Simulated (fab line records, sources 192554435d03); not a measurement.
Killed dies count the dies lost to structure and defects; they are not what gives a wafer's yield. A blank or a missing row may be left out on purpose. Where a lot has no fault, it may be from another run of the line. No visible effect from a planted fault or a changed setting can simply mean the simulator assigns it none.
fab line records + flow n5-finfet + part 2 of 2: steps 24 to 28 of 28
[record]
- lots = 5
- wafers = 15
- last-day = 17
route steps=1938 shown BEOL_M6@1205
lots with no fault: from the same line, run without faults
start-h: the number of hours between the record's first day and the start of the first shown wafer of the lot + wait-h: time in hours since the lot's previous step + " unchanged from the row above + L1.1+2: a row that stands for several wafers + - either no value or no given start + * or withheld: withheld + < > ~ a bound
route shown NAME@n: names a module that has steps shown in the file, with the first one's number in the route + usual: the fault-free wafers' mean and standard deviation + same: alike in all rows + chamber/n: place in a boat + sites: per-site readings + _std_site: how widely they spread, as a standard deviation + _edge_site: outer sites' mean less inner sites' + radius-mm: for every site, how far away it sits from the centre of the wafer + mask NAME#n: copy n + behind: tool/chamber where the wafer was last shaped + hold: why the lot was held/for how many hours/how that ended + device: whichever transistor did not switch (one of n, p or np) + end of line: the route-end tests of the same wafers + a step without rows: its recipe alone + killed: dies lost to structure and defects at the first sort, not the wafer's yield + map: per-die view of a wafer (x killed, . not killed, _ where there is no die)
set.NAME: the setting that was run; set.NAME@STEP: the one run at that earlier step + model.NAME: the simulator's own value behind a step, which no gauge read
lots at selected steps of the route; one table per step, one row per wafer
services: when a tool's chamber went out of use (start-h, in hours from the record's first day, below 0 if earlier), for how many hours, and the reason
[[steps]]
[step N5_BEOL_M6_OVL_MEAS_29]
[recipe]
- points-per-wafer = 522
[usual]
- V5_OVL = -0.2/0.87
| lot.wafer | tool       | chamber | start-h | wait-h | V5_OVL[nm] |
|-----------|------------|---------|---------|--------|------------|
| L075.1    | overlay-01 | 0       | 204.75  | 0.0    | -1.6       |
| L075.5    | "          | 0       | "       | "      | -2.3       |
| L075.6    | "          | 0       | "       | "      | -2.3       |
| L079.2    | overlay-02 | 0       | 220.19  | 0.0    | 0.9        |
| L079.3    | "          | 0       | "       | "      | -0.7       |
| L079.6    | "          | 0       | "       | "      | 0.5        |
| L081.2    | overlay-01 | 0       | 235.79  | 0.0    | -0.1       |
| L081.4    | "          | 0       | "       | "      | -0.5       |
| L081.5    | "          | 0       | "       | "      | 0.9        |
| L084.1    | overlay-02 | 0       | 247.20  | 0.0    | -0.1       |
| L084.4    | "          | 0       | "       | "      | -0.7       |
| L084.5    | "          | 0       | "       | "      | -0.1       |
| L092.3    | overlay-01 | 0       | 297.82  | 0.0    | 0.9        |
| L092.4    | "          | 0       | "       | "      | 0.2        |
| L092.6    | "          | 0       | "       | "      | 0.6        |
[step N5_BEOL_M6_INSPECT_30]
[recipe]
- mode = adi
- inspect-instrument = brightfield
[usual]
- raw-defect-count = 379/82
| lot.wafer | tool              | chamber | start-h | wait-h | raw-defect-count |
|-----------|-------------------|---------|---------|--------|------------------|
| L075.1    | defect-inspect-02 | -       | 204.81  | 0.1    | 304              |
| L075.5    | "                 | -       | "       | "      | 396              |
| L075.6    | "                 | -       | "       | "      | 322              |
| L079.2    | defect-inspect-02 | -       | 220.27  | 0.1    | 525              |
| L079.3    | "                 | -       | "       | "      | 462              |
| L079.6    | "                 | -       | "       | "      | 453              |
| L081.2    | defect-inspect-02 | -       | 235.85  | 0.0    | 580              |
| L081.4    | "                 | -       | "       | "      | 403              |
| L081.5    | "                 | -       | "       | "      | 630              |
| L084.1    | defect-inspect-02 | -       | 247.26  | 0.1    | 384              |
| L084.4    | "                 | -       | "       | "      | 413              |
| L084.5    | "                 | -       | "       | "      | 435              |
| L092.3    | defect-inspect-02 | -       | 297.86  | 0.0    | 523              |
| L092.4    | "                 | -       | "       | "      | 400              |
| L092.6    | "                 | -       | "       | "      | 358              |
[step N5_BEOL_M6_DESCUM_33]
[recipe]
- chemistry = O2
- time-s = 7
- source-power-w = 50
- bias-power-w = 20
- pressure-mtorr = 20
- rf-frequency-hz = 2.712e+07
- temp-c = 40
- resist = CAR-EUV
- o2-flow-sccm = 225
[usual]
- chamber-pressure-mTorr = 20.000/0.017
- drypump-motor-current-A = 5.64/0.29
- oes-product-au = 0.75/0.095
- rf-vpp-V = 243.3/1.4
- showerhead-plenum-p-Torr = 2.10/0.076
- throttle-valve-pct = 20.47/0.28
| lot.wafer | tool        | chamber | start-h | wait-h | chamber-pressure-mTorr | drypump-motor-current-A | oes-product-au | rf-hours-counter-h | rf-vpp-V | showerhead-plenum-p-Torr | throttle-valve-pct |
|-----------|-------------|---------|---------|--------|------------------------|-------------------------|----------------|--------------------|----------|--------------------------|--------------------|
| L075.1    | rie-diel-02 | 3       | 204.85  | 0.0    | 19.989                 | 5.55                    | 0.73           | 216                | 242.9    | 2.07                     | 20.90              |
| L075.5    | "           | 3       | "       | "      | 20.025                 | 5.55                    | 0.73           | -                  | 243.7    | 2.07                     | 20.91              |
| L075.6    | "           | 0       | "       | "      | 19.983                 | 5.58                    | 0.69           | -                  | 242.4    | 2.08                     | 20.44              |
| L079.2    | rie-diel-02 | 3       | 220.97  | 0.7    | 20.003                 | 5.55                    | 0.72           | 223                | 241.6    | 2.07                     | 20.91              |
| L079.3    | "           | 0       | "       | "      | 19.985                 | 5.56                    | 0.68           | 230                | 242.5    | 2.08                     | 20.44              |
| L079.6    | "           | 0       | "       | "      | 19.985                 | 5.57                    | 0.68           | -                  | 242.8    | 2.08                     | 20.44              |
| L081.2    | rie-diel-03 | 3       | 235.95  | 0.1    | 19.991                 | 5.89                    | 0.83           | 70                 | 246.5    | 2.23                     | 20.49              |
| L081.4    | "           | 0       | "       | "      | 19.983                 | 5.52                    | 0.75           | 170                | 241.3    | 1.98                     | 20.40              |
| L081.5    | "           | 1       | "       | "      | 20.013                 | 5.29                    | 0.69           | -                  | 244.9    | 2.15                     | 20.44              |
| L084.1    | rie-diel-06 | 0       | 247.29  | 0.0    | 20.005                 | 5.80                    | 0.72           | 201                | 244.5    | 2.16                     | 20.58              |
| L084.4    | "           | 2       | "       | "      | 19.969                 | 6.28                    | 0.92           | 18                 | 246.2    | 2.22                     | 20.16              |
| L084.5    | "           | 0       | "       | "      | 19.989                 | 5.81                    | 0.72           | -                  | 243.0    | 2.16                     | 20.57              |
| L092.3    | rie-diel-06 | 2       | 298.23  | 0.4    | 19.992                 | 6.27                    | 0.90           | 33                 | 245.2    | 2.22                     | 20.17              |
| L092.4    | "           | 1       | "       | "      | 19.991                 | 5.43                    | 0.70           | 248                | 242.3    | 2.07                     | 20.90              |
| L092.6    | "           | 0       | "       | "      | 20.005                 | 5.80                    | 0.71           | -                  | 244.5    | 2.15                     | 20.60              |
[step N5_BEOL_M6_ETCH_72]
[recipe]
- chemistry = N2/H2
- target = underlayer
- target-depth-a = 65
- mask-material = CAR-EUV
- time-s = 5.2
- ion-energy-ev = 200
- pressure-mtorr = 30
- source-w = 840
- bias-w = 150
- n2-flow-sccm = 200
- h2-flow-sccm = 200
- ends = cleared
[usual]
- bias-w = 150.0/0.46
- chamber-pressure-mTorr = 30.00/0.04
- drypump-motor-current-A = 5.65/0.29
- etch-rf-on-time-s = 5.19/0.14
- oes-product-au = 0.64/0.078
- rf-vpp-V = 523.9/2.7
- showerhead-plenum-p-Torr = 2.55/0.087
- throttle-valve-pct = 17.96/0.27
| lot.wafer | tool        | chamber | start-h | wait-h | bias-w | chamber-pressure-mTorr | drypump-motor-current-A | etch-rf-on-time-s | oes-product-au | rf-hours-counter-h | rf-vpp-V | showerhead-plenum-p-Torr | throttle-valve-pct |
|-----------|-------------|---------|---------|--------|--------|------------------------|-------------------------|-------------------|----------------|--------------------|----------|--------------------------|--------------------|
| L075.1    | rie-diel-02 | 3       | 204.88  | 0.0    | 150.1  | 29.95                  | 5.58                    | 5.09              | 0.63           | 216                | 523.2    | 2.51                     | 18.28              |
| L075.5    | "           | 3       | "       | "      | 151.0  | 30.02                  | 5.57                    | 5.10              | 0.63           | -                  | 523.4    | 2.51                     | 18.31              |
| L075.6    | "           | 0       | "       | "      | 148.6  | 29.97                  | 5.56                    | 5.47              | 0.58           | -                  | 521.4    | 2.50                     | 17.75              |
| L079.2    | rie-diel-02 | 3       | 221.00  | 0.0    | 149.8  | 29.95                  | 5.58                    | 5.04              | 0.63           | 223                | 522.9    | 2.50                     | 18.31              |
| L079.3    | "           | 0       | "       | "      | 149.2  | 29.94                  | 5.65                    | 5.50              | 0.58           | 230                | 522.2    | 2.50                     | 17.72              |
| L079.6    | "           | 0       | "       | "      | 150.5  | 29.95                  | 5.61                    | 5.44              | 0.57           | -                  | 524.8    | 2.50                     | 17.74              |
| L081.2    | rie-diel-03 | 3       | 235.99  | 0.0    | 150.3  | 29.99                  | 5.93                    | 5.29              | 0.71           | 70                 | 525.4    | 2.69                     | 17.81              |
| L081.4    | "           | 0       | "       | "      | 149.8  | 30.07                  | 5.55                    | 5.16              | 0.64           | 170                | 518.8    | 2.45                     | 18.15              |
| L081.5    | "           | 1       | "       | "      | 149.4  | 29.96                  | 5.30                    | 5.13              | 0.59           | -                  | 525.2    | 2.62                     | 17.97              |
| L084.1    | rie-diel-06 | 0       | 247.33  | 0.0    | 149.5  | 30.03                  | 5.80                    | 4.99              | 0.63           | 201                | 527.4    | 2.64                     | 18.08              |
| L084.4    | "           | 2       | "       | "      | 150.3  | 29.98                  | 6.28                    | 5.03              | 0.79           | 18                 | 530.1    | 2.71                     | 17.63              |
| L084.5    | "           | 0       | "       | "      | 149.5  | 30.01                  | 5.81                    | 4.94              | 0.62           | -                  | 527.2    | 2.64                     | 18.06              |
| L092.3    | rie-diel-06 | 2       | 298.26  | 0.0    | 150.6  | 30.05                  | 6.27                    | 5.19              | 0.75           | 33                 | 527.5    | 2.71                     | 17.64              |
| L092.4    | "           | 1       | "       | "      | 149.8  | 29.99                  | 5.43                    | 5.27              | 0.60           | 248                | 523.4    | 2.51                     | 18.31              |
| L092.6    | "           | 0       | "       | "      | 151.1  | 30.03                  | 5.82                    | 5.11              | 0.60           | -                  | 524.8    | 2.63                     | 18.10              |
[step N5_BEOL_M6_ETCH_65]
[recipe]
- chemistry = CF4
- target = SiARC
- target-depth-a = 156
- mask-material = CAR-EUV
- time-s = 26
- ion-energy-ev = 80
- pressure-mtorr = 40
- source-w = 545
- bias-w = 36
- Ar_flow_sccm = 100
- cf4-flow-sccm = 100
- ends = cleared
[usual]
- bias-w = 35.99/0.1
- chamber-pressure-mTorr = 40.00/0.034
- drypump-motor-current-A = 5.65/0.29
- etch-rf-on-time-s = 25.9/0.67
- oes-product-au = 0.64/0.079
- rf-vpp-V = 184.2/1.1
- showerhead-plenum-p-Torr = 2.15/0.07
- throttle-valve-pct = 15.72/0.26
| lot.wafer | tool        | chamber | start-h | wait-h | bias-w | chamber-pressure-mTorr | drypump-motor-current-A | etch-rf-on-time-s | oes-product-au | rf-hours-counter-h | rf-vpp-V | showerhead-plenum-p-Torr | throttle-valve-pct |
|-----------|-------------|---------|---------|--------|--------|------------------------|-------------------------|-------------------|----------------|--------------------|----------|--------------------------|--------------------|
| L075.1    | rie-diel-02 | 3       | 204.90  | 0.0    | 36.03  | 40.02                  | 5.56                    | 25.9              | 0.62           | 216                | 183.2    | 2.12                     | 16.12              |
| L075.5    | "           | 3       | "       | "      | 36.13  | 40.06                  | 5.55                    | 25.9              | 0.62           | -                  | 182.9    | 2.12                     | 16.12              |
| L075.6    | "           | 0       | "       | "      | 35.92  | 39.98                  | 5.59                    | 27.5              | 0.58           | -                  | 183.3    | 2.13                     | 15.70              |
| L079.2    | rie-diel-02 | 3       | 221.02  | 0.0    | 36.02  | 39.97                  | 5.56                    | 25.6              | 0.63           | 223                | 183.7    | 2.12                     | 16.14              |
| L079.3    | "           | 0       | "       | "      | 36.01  | 40.02                  | 5.60                    | 27.6              | 0.57           | 230                | 183.3    | 2.13                     | 15.70              |
| L079.6    | "           | 0       | "       | "      | 36.05  | 39.99                  | 5.55                    | 27.7              | 0.57           | -                  | 184.9    | 2.13                     | 15.72              |
| L081.2    | rie-diel-03 | 3       | 236.01  | 0.0    | 35.97  | 39.99                  | 5.93                    | 26.5              | 0.70           | 70                 | 183.9    | 2.25                     | 15.49              |
| L081.4    | "           | 0       | "       | "      | 36.05  | 39.99                  | 5.54                    | 25.7              | 0.65           | 170                | 183.5    | 2.05                     | 15.67              |
| L081.5    | "           | 1       | "       | "      | 35.97  | 39.98                  | 5.30                    | 25.2              | 0.59           | -                  | 183.7    | 2.20                     | 15.68              |
| L084.1    | rie-diel-06 | 0       | 247.35  | 0.0    | 35.92  | 39.87                  | 5.83                    | 25.4              | 0.63           | 201                | 184.3    | 2.21                     | 15.77              |
| L084.4    | "           | 2       | "       | "      | 36.05  | 39.96                  | 6.28                    | 25.5              | 0.79           | 18                 | 186.6    | 2.28                     | 15.45              |
| L084.5    | "           | 0       | "       | "      | 36.03  | 40.00                  | 5.80                    | 25.4              | 0.62           | -                  | 185.2    | 2.21                     | 15.78              |
| L092.3    | rie-diel-06 | 2       | 298.28  | 0.0    | 35.82  | 40.04                  | 6.25                    | 25.7              | 0.75           | 33                 | 186.2    | 2.28                     | 15.50              |
| L092.4    | "           | 1       | "       | "      | 36.05  | 39.98                  | 5.44                    | 26.8              | 0.59           | 248                | 183.5    | 2.11                     | 16.02              |
| L092.6    | "           | 0       | "       | "      | 36.05  | 39.98                  | 5.79                    | 25.7              | 0.61           | -                  | 184.8    | 2.20                     | 15.81              |
[[services]]
| tool           | chamber | start-h | hours | kind                          |
|----------------|---------|---------|-------|-------------------------------|
| rie-metal-01   | -       | 179.17  | 2.1   | repair                        |
| litho-track-03 | -       | 181.99  | -     | consumable-replace:filter     |
| rie-diel-02    | 3       | 185.18  | 6.4   | repair                        |
| euv-scanner-01 | -       | 187.69  | 1.0   | repair                        |
| euv-scanner-01 | -       | 188.90  | 1.0   | pm                            |
| rie-diel-03    | 3       | 225.89  | 3.9   | repair                        |
| euv-scanner-01 | 0       | 231.22  | -     | calibration                   |
| rie-diel-02    | 2       | 241.87  | -     | clean                         |
| rie-diel-02    | 2       | 241.87  | -     | consumable-replace:focus-ring |
| rie-diel-02    | 2       | 241.87  | 24.2  | scheduled-down                |
| rie-diel-02    | 2       | 241.87  | 24.2  | vent-cycle                    |
| rie-metal-02   | -       | 243.73  | 5.6   | repair                        |
| euv-scanner-01 | -       | 245.05  | 1.0   | pm                            |
| rie-diel-03    | 2       | 256.56  | -     | clean                         |
| rie-diel-03    | 2       | 256.56  | -     | consumable-replace:focus-ring |
| rie-diel-03    | 2       | 256.56  | 32.4  | scheduled-down                |
| rie-diel-03    | 2       | 256.56  | 32.4  | vent-cycle                    |
| euv-scanner-01 | -       | 258.19  | 1.7   | repair                        |
| rie-diel-06    | 2       | 279.68  | 6.7   | repair                        |
| euv-scanner-01 | -       | 289.29  | 0.7   | repair                        |
| rie-diel-02    | 0       | 290.62  | -     | clean                         |
| rie-diel-02    | 0       | 290.62  | -     | consumable-replace:focus-ring |
| rie-diel-02    | 0       | 290.62  | 26.0  | scheduled-down                |
| rie-diel-02    | 0       | 290.62  | 26.0  | vent-cycle                    |
